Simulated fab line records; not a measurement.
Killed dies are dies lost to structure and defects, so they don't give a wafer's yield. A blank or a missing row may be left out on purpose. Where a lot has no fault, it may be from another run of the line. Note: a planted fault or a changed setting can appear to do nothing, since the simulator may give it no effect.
Matching of chambers / flow nand-harc / NHARC_A_ONON_D2_DEP_33 on pecvd-02: 3 sister chambers
The step deposits SiO2, target thk 200 nm. 6 wafers are shown with their chamber, then 9 later ones without.

== WAFERS PAIRED WITH THEIR CHAMBERS ==
wafer=L083.3; chamber=1; throttle-valve-pct (%)=15.3; heater-power-outer-w (W)=420
wafer=L088.1; chamber=2; throttle-valve-pct (%)=16.6; heater-power-outer-w (W)=400
wafer=L088.4; chamber=0; throttle-valve-pct (%)=15.6; heater-power-outer-w (W)=382
wafer=L091.1; chamber=0; throttle-valve-pct (%)=15.6; heater-power-outer-w (W)=385
wafer=L091.4; chamber=2; throttle-valve-pct (%)=16.2; heater-power-outer-w (W)=395
wafer=L091.6; chamber=1; throttle-valve-pct (%)=15.2; heater-power-outer-w (W)=340

== WAFERS WHOSE CHAMBER IS MISSING ==
wafer=L092.2; throttle-valve-pct (%)=16.3; heater-power-outer-w (W)=380
wafer=L092.3; throttle-valve-pct (%)=15.4; heater-power-outer-w (W)=426
wafer=L092.5; throttle-valve-pct (%)=15.6; heater-power-outer-w (W)=356
wafer=L094.1; throttle-valve-pct (%)=16.5; heater-power-outer-w (W)=363
wafer=L094.3; throttle-valve-pct (%)=15.9; heater-power-outer-w (W)=400
wafer=L094.5; throttle-valve-pct (%)=16.5; heater-power-outer-w (W)=364
wafer=L096.1; throttle-valve-pct (%)=16.5; heater-power-outer-w (W)=382
wafer=L096.4; throttle-valve-pct (%)=16.5; heater-power-outer-w (W)=396
wafer=L096.5; throttle-valve-pct (%)=16.1; heater-power-outer-w (W)=406

== EACH ONE'S CHAMBER ==
wafer=L092.2; from the rows above=2; in truth=2
wafer=L092.3; from the rows above=can't be placed: 1 or 0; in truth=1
wafer=L092.5; from the rows above=can't be placed: 0 or 1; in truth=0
wafer=L094.1; from the rows above=2; in truth=2
wafer=L094.3; from the rows above=can't be placed: 0 or 2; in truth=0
wafer=L094.5; from the rows above=2; in truth=2
wafer=L096.1; from the rows above=2; in truth=2
wafer=L096.4; from the rows above=2; in truth=2
wafer=L096.5; from the rows above=can't be placed: 2 or 0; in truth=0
5 of 9 placed correctly. Not placeable from these rows: 4 (in 4, the candidates include the true chamber). Wrongly placed: 0.
How it was worked out, from the rows above alone: a wafer's distance from a chamber is the root of the sum, over the readings, of the square of ((its reading less the chamber's mean) divided by the reading's scatter). The wafer belongs to the nearest chamber; if the next one is less than 2 further off, it can't be placed. A chamber's mean is the mean of its shown wafers. The scatter: take each reading less its chamber's mean, square it, sum over the shown wafers, divide by the number of wafers less the number of chambers, and take the root.
